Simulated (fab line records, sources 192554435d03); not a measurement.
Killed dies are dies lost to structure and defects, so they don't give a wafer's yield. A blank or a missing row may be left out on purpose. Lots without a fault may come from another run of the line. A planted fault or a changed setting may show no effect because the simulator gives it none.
Which tool did it? | flow n5_finfet | 24 lots, 72 wafers sampled, at 6 steps of a route of 1938

WHAT THE GAUGES READ, wafer by wafer
The record holds no reading of a measuring or inspecting step that can be judged against a usual standard deviation.

WHICH TOOL RAN EACH LOT (tool, then ch and the chambers of the sampled wafers, then the start)
lot  | N5_BEOL_M3_ALD_98                 | N5_BEOL_M3_SPUTTER_48        | N5_BEOL_M3_ANNEAL_49         | N5_BEOL_M3_ANNEAL_82         | N5_BEOL_M3_ANNEAL_87         | N5_BEOL_M3_PRE_CLEAN_60
L075 | ald_sin-02 ch 0,1,2, day 7 07:22  | pvd_sputter-02, day 7 15:45  | pvd_sputter-02, day 7 15:50  | pvd_sputter-02, day 7 16:16  | pvd_sputter-02, day 7 16:29  | cvd_co-01 ch 0,2, day 7 20:10
L076 | ald_sin-03 ch 2,3, day 7 16:35    | pvd_sputter-03, day 7 19:31  | pvd_sputter-03, day 7 19:36  | pvd_sputter-03, day 7 20:02  | pvd_sputter-03, day 7 20:16  | cvd_co-02 ch 0,1, day 7 22:07
L077 | ald_sin-02 ch 2,3, day 7 19:14    | pvd_sputter-03, day 7 21:46  | pvd_sputter-03, day 7 21:50  | pvd_sputter-03, day 7 22:17  | pvd_sputter-03, day 7 22:30  | cvd_co-02 ch 0,1, day 8 00:21
L074 | ald_sin-01 ch 0,1,2, day 8 04:07  | pvd_sputter-02, day 8 06:23  | pvd_sputter-02, day 8 06:28  | pvd_sputter-02, day 8 06:55  | pvd_sputter-02, day 8 07:08  | cvd_co-02 ch 0,1,2, day 8 08:59
L079 | ald_sin-01 ch 0,1, day 8 08:34    | pvd_sputter-02, day 8 11:31  | pvd_sputter-02, day 8 11:36  | pvd_sputter-02, day 8 12:02  | pvd_sputter-02, day 8 12:16  | cvd_co-01 ch 1,2, day 8 14:15
L078 | ald_sin-02 ch 0,3, day 8 08:43    | pvd_sputter-01, day 8 11:37  | pvd_sputter-01, day 8 11:42  | pvd_sputter-01, day 8 12:08  | pvd_sputter-01, day 8 12:22  | cvd_co-01 ch 0,1,2, day 8 14:23
L080 | ald_sin-01 ch 0,1, day 8 13:24    | pvd_sputter-01, day 8 15:35  | pvd_sputter-01, day 8 15:40  | pvd_sputter-01, day 8 16:06  | pvd_sputter-01, day 8 16:19  | cvd_co-01 ch 1,2, day 8 18:16
L081 | ald_sin-01 ch 1,2,3, day 8 19:26  | pvd_sputter-03, day 9 00:22  | pvd_sputter-03, day 9 00:26  | pvd_sputter-03, day 9 00:53  | pvd_sputter-03, day 9 01:06  | cvd_co-02 ch 0,2, day 9 03:25
L082 | ald_sin-02 ch 0,2,3, day 9 03:45  | pvd_sputter-02, day 9 07:50  | pvd_sputter-02, day 9 07:55  | pvd_sputter-02, day 9 08:22  | pvd_sputter-02, day 9 08:35  | cvd_co-02 ch 0,2, day 9 10:27
L083 | ald_sin-02 ch 1,2,3, day 9 13:13  | pvd_sputter-03, day 9 20:01  | pvd_sputter-03, day 9 20:05  | pvd_sputter-03, day 9 20:32  | pvd_sputter-03, day 9 20:45  | cvd_co-02 ch 0,1,2, day 9 22:39
L084 | ald_sin-03 ch 0,1,2, day 9 18:42  | pvd_sputter-01, day 10 02:28 | pvd_sputter-01, day 10 02:32 | pvd_sputter-01, day 10 02:59 | pvd_sputter-01, day 10 03:12 | cvd_co-02 ch 0,1, day 10 05:19
L085 | ald_sin-01 ch 0,1, day 10 00:02   | pvd_sputter-01, day 10 04:44 | pvd_sputter-01, day 10 04:49 | pvd_sputter-01, day 10 05:16 | pvd_sputter-01, day 10 05:29 | cvd_co-02 ch 0,2, day 10 07:20
L086 | ald_sin-02 ch 1,3, day 10 10:41   | pvd_sputter-03, day 10 14:20 | pvd_sputter-03, day 10 14:25 | pvd_sputter-03, day 10 14:51 | pvd_sputter-03, day 10 15:04 | cvd_co-02 ch 0,2, day 10 16:56
L087 | ald_sin-01 ch 2,3, day 10 13:29   | pvd_sputter-02, day 10 19:07 | pvd_sputter-02, day 10 19:12 | pvd_sputter-02, day 10 19:38 | pvd_sputter-02, day 10 19:52 | cvd_co-01 ch 0,1,2, day 10 21:49
L088 | ald_sin-02 ch 2,3, day 10 20:05   | pvd_sputter-02, day 10 22:23 | pvd_sputter-02, day 10 22:28 | pvd_sputter-02, day 10 22:54 | pvd_sputter-02, day 10 23:07 | cvd_co-02 ch 0,1,2, day 11 00:59
L089 | ald_sin-02 ch 0,1, day 11 03:13   | pvd_sputter-01, day 11 05:52 | pvd_sputter-01, day 11 05:57 | pvd_sputter-01, day 11 06:23 | pvd_sputter-01, day 11 06:37 | cvd_co-02 ch 0,1,2, day 11 08:28
L090 | ald_sin-03 ch 1,2, day 11 09:15   | pvd_sputter-02, day 11 14:43 | pvd_sputter-02, day 11 14:47 | pvd_sputter-02, day 11 15:14 | pvd_sputter-02, day 11 15:27 | cvd_co-02 ch 0,1, day 11 17:45
L091 | ald_sin-03 ch 1,2, day 11 10:15   | pvd_sputter-03, day 11 14:34 | pvd_sputter-03, day 11 14:38 | pvd_sputter-03, day 11 15:05 | pvd_sputter-03, day 11 15:18 | cvd_co-01 ch 0,1, day 11 17:08
L092 | ald_sin-03 ch 0,2, day 11 16:10   | pvd_sputter-03, day 11 22:32 | pvd_sputter-03, day 11 22:37 | pvd_sputter-03, day 11 23:04 | pvd_sputter-03, day 11 23:17 | cvd_co-01 ch 0,1, day 12 01:07
L093 | ald_sin-03 ch 2,3, day 11 22:47   | pvd_sputter-02, day 12 07:22 | pvd_sputter-02, day 12 07:27 | pvd_sputter-02, day 12 07:57 | pvd_sputter-02, day 12 08:12 | cvd_co-01 ch 1,2, day 12 10:11
L094 | ald_sin-01 ch 0,1, day 12 04:56   | pvd_sputter-03, day 12 07:23 | pvd_sputter-03, day 12 07:28 | pvd_sputter-03, day 12 07:54 | pvd_sputter-03, day 12 08:07 | cvd_co-01 ch 0,1,2, day 12 10:05
L095 | ald_sin-02 ch 0,1,2, day 12 17:59 | pvd_sputter-03, day 12 20:17 | pvd_sputter-03, day 12 20:22 | pvd_sputter-03, day 12 20:49 | pvd_sputter-03, day 12 21:02 | cvd_co-02 ch 0,1,2, day 12 22:53
L096 | ald_sin-02 ch 1,3, day 12 18:05   | pvd_sputter-01, day 12 23:01 | pvd_sputter-01, day 12 23:05 | pvd_sputter-01, day 12 23:32 | pvd_sputter-01, day 12 23:45 | cvd_co-02 ch 1,2, day 13 01:38
L097 | ald_sin-02 ch 0,1,3, day 12 23:47 | pvd_sputter-02, day 13 01:36 | pvd_sputter-02, day 13 01:41 | pvd_sputter-02, day 13 02:07 | pvd_sputter-02, day 13 02:20 | cvd_co-02 ch 0,1,2, day 13 04:11
- N5_BEOL_M3_ALD_98: deposits SiO2, target thk 2.5 nm, pulse time 1 s, co reactant pulse time 1 s.
- N5_BEOL_M3_SPUTTER_48: material Cu, target thk 4.5 nm, time 8.29 s.
- N5_BEOL_M3_ANNEAL_49: time 240 s.
- N5_BEOL_M3_ANNEAL_82: time 240 s.
- N5_BEOL_M3_ANNEAL_87: time 240 s.
- N5_BEOL_M3_PRE_CLEAN_60: time 15 s.

WHAT THE TOOLS THEMSELVES READ (means of the sampled wafers that have a number; where no wafer has one, the mark that the record gives instead)
N5_BEOL_M3_ALD_98. Usual: heater_power_w 79 W, standard deviation 9.5; precursor_pulse_height_rel 1.001, standard deviation 0.019.
lot  | tool       | heater_power_w (W) | precursor_pulse_height_rel | flag
L075 | ald_sin-02 | 76                 | 0.993                      |
L076 | ald_sin-03 | 88                 | 1.012                      |
L077 | ald_sin-02 | 82                 | 1.000                      |
L074 | ald_sin-01 | 79                 | 1.005                      |
L079 | ald_sin-01 | 72                 | 0.992                      |
L078 | ald_sin-02 | 77                 | 1.006                      |
L080 | ald_sin-01 | 73                 | 1.003                      |
L081 | ald_sin-01 | 87                 | 0.996                      |
L082 | ald_sin-02 | 77                 | 0.994                      |
L083 | ald_sin-02 | 80                 | 0.998                      |
L084 | ald_sin-03 | 77                 | 1.006                      |
L085 | ald_sin-01 | 73                 | 1.018                      |
L086 | ald_sin-02 | 82                 | 1.018                      |
L087 | ald_sin-01 | 85                 | 1.010                      |
L088 | ald_sin-02 | 81                 | 0.992                      |
L089 | ald_sin-02 | 78                 | 1.002                      |
L090 | ald_sin-03 | 80                 | 1.003                      |
L091 | ald_sin-03 | 74                 | 1.014                      |
L092 | ald_sin-03 | 83                 | 1.012                      |
L093 | ald_sin-03 | 86                 | 0.993                      |
L094 | ald_sin-01 | 72                 | 1.022                      |
L095 | ald_sin-02 | 76                 | 0.993                      |
L096 | ald_sin-02 | 81                 | 0.986                      |
L097 | ald_sin-02 | 79                 | 0.987                      |

N5_BEOL_M3_SPUTTER_48. Usual: throttle_valve_pct 29.7 %, standard deviation 0.84.
lot  | tool           | throttle_valve_pct (%) | flag
L075 | pvd_sputter-02 | 29.8                   |
L076 | pvd_sputter-03 | 30.3                   |
L077 | pvd_sputter-03 | 29.9                   |
L074 | pvd_sputter-02 | 29.2                   |
L079 | pvd_sputter-02 | 30.2                   |
L078 | pvd_sputter-01 | 29.0                   |
L080 | pvd_sputter-01 | 29.6                   |
L081 | pvd_sputter-03 | 29.3                   |
L082 | pvd_sputter-02 | 30.3                   |
L083 | pvd_sputter-03 | 30.2                   |
L084 | pvd_sputter-01 | 29.1                   |
L085 | pvd_sputter-01 | 29.6                   |
L086 | pvd_sputter-03 | 30.2                   |
L087 | pvd_sputter-02 | 29.3                   |
L088 | pvd_sputter-02 | 30.2                   |
L089 | pvd_sputter-01 | 28.9                   |
L090 | pvd_sputter-02 | 30.2                   |
L091 | pvd_sputter-03 | 30.0                   |
L092 | pvd_sputter-03 | 30.3                   |
L093 | pvd_sputter-02 | 30.0                   |
L094 | pvd_sputter-03 | 29.9                   |
L095 | pvd_sputter-03 | 29.3                   |
L096 | pvd_sputter-01 | 29.0                   |
L097 | pvd_sputter-02 | 30.3                   |

N5_BEOL_M3_ANNEAL_49. Usual: heater_power_w 814 W, standard deviation 75.
lot  | tool           | heater_power_w (W) | flag
L075 | pvd_sputter-02 | 794                |
L076 | pvd_sputter-03 | 853                |
L077 | pvd_sputter-03 | 849                |
L074 | pvd_sputter-02 | 818                |
L079 | pvd_sputter-02 | 774                |
L078 | pvd_sputter-01 | 738                |
L080 | pvd_sputter-01 | 848                |
L081 | pvd_sputter-03 | 728                |
L082 | pvd_sputter-02 | 784                |
L083 | pvd_sputter-03 | 855                |
L084 | pvd_sputter-01 | 851                |
L085 | pvd_sputter-01 | 856                |
L086 | pvd_sputter-03 | 840                |
L087 | pvd_sputter-02 | 818                |
L088 | pvd_sputter-02 | 822                |
L089 | pvd_sputter-01 | 804                |
L090 | pvd_sputter-02 | 891                |
L091 | pvd_sputter-03 | 840                |
L092 | pvd_sputter-03 | 854                |
L093 | pvd_sputter-02 | 820                |
L094 | pvd_sputter-03 | 808                |
L095 | pvd_sputter-03 | 723                |
L096 | pvd_sputter-01 | 876                |
L097 | pvd_sputter-02 | 845                |

N5_BEOL_M3_ANNEAL_82. Usual: heater_power_w 817 W, standard deviation 74.
lot  | tool           | heater_power_w (W) | flag
L075 | pvd_sputter-02 | 797                |
L076 | pvd_sputter-03 | 846                |
L077 | pvd_sputter-03 | 871                |
L074 | pvd_sputter-02 | 825                |
L079 | pvd_sputter-02 | 780                |
L078 | pvd_sputter-01 | 737                |
L080 | pvd_sputter-01 | 849                |
L081 | pvd_sputter-03 | 726                |
L082 | pvd_sputter-02 | 791                |
L083 | pvd_sputter-03 | 878                |
L084 | pvd_sputter-01 | 863                |
L085 | pvd_sputter-01 | 855                |
L086 | pvd_sputter-03 | 844                |
L087 | pvd_sputter-02 | 828                |
L088 | pvd_sputter-02 | 836                |
L089 | pvd_sputter-01 | 805                |
L090 | pvd_sputter-02 | 887                |
L091 | pvd_sputter-03 | 844                |
L092 | pvd_sputter-03 | 857                |
L093 | pvd_sputter-02 | 815                |
L094 | pvd_sputter-03 | 803                |
L095 | pvd_sputter-03 | 730                |
L096 | pvd_sputter-01 | 865                |
L097 | pvd_sputter-02 | 845                |

N5_BEOL_M3_ANNEAL_87. Usual: heater_power_w 816 W, standard deviation 75.
lot  | tool           | heater_power_w (W) | flag
L075 | pvd_sputter-02 | 798                |
L076 | pvd_sputter-03 | 845                |
L077 | pvd_sputter-03 | 871                |
L074 | pvd_sputter-02 | 829                |
L079 | pvd_sputter-02 | 789                |
L078 | pvd_sputter-01 | 731                |
L080 | pvd_sputter-01 | 845                |
L081 | pvd_sputter-03 | 724                |
L082 | pvd_sputter-02 | 780                |
L083 | pvd_sputter-03 | 860                |
L084 | pvd_sputter-01 | 843                |
L085 | pvd_sputter-01 | 849                |
L086 | pvd_sputter-03 | 837                |
L087 | pvd_sputter-02 | 826                |
L088 | pvd_sputter-02 | 842                |
L089 | pvd_sputter-01 | 803                |
L090 | pvd_sputter-02 | 912                |
L091 | pvd_sputter-03 | 845                |
L092 | pvd_sputter-03 | 865                |
L093 | pvd_sputter-02 | 812                |
L094 | pvd_sputter-03 | 803                |
L095 | pvd_sputter-03 | 730                |
L096 | pvd_sputter-01 | 879                |
L097 | pvd_sputter-02 | 840                |

N5_BEOL_M3_PRE_CLEAN_60. Usual: heater_power_w 83 W, standard deviation 7.2.
lot  | tool      | heater_power_w (W) | flag
L075 | cvd_co-01 | 92                 |
L076 | cvd_co-02 | 83                 |
L077 | cvd_co-02 | 84                 |
L074 | cvd_co-02 | 78                 |
L079 | cvd_co-01 | 88                 |
L078 | cvd_co-01 | 91                 |
L080 | cvd_co-01 | 89                 |
L081 | cvd_co-02 | 81                 |
L082 | cvd_co-02 | 81                 |
L083 | cvd_co-02 | 78                 |
L084 | cvd_co-02 | 83                 |
L085 | cvd_co-02 | 81                 |
L086 | cvd_co-02 | 81                 |
L087 | cvd_co-01 | 90                 |
L088 | cvd_co-02 | 78                 |
L089 | cvd_co-02 | 80                 |
L090 | cvd_co-02 | 84                 |
L091 | cvd_co-01 | 92                 |
L092 | cvd_co-01 | 89                 |
L093 | cvd_co-01 | 88                 |
L094 | cvd_co-01 | 90                 |
L095 | cvd_co-02 | 80                 |
L096 | cvd_co-02 | 80                 |
L097 | cvd_co-02 | 80                 |

THE ANSWER, worked out from the rows above alone
Rule: a lot is off if the mean of its wafers that have a number lies more than 3 standard deviations from the usual mean. A lot without any number at a reading at which 4 lots or more have one is off too. The other lots that the step has rows for count as sound. The gauges are gone through in route order, then the tools' own readings, and for those a lot's mean is taken as printed above. The first step at which some lot is off is used, and at that step the reading that is off furthest; a lot without a number counts as furthest.
No lot is off at any reading shown: from this, nothing can be told.

WHAT THE SIMULATOR HAD PUT IN
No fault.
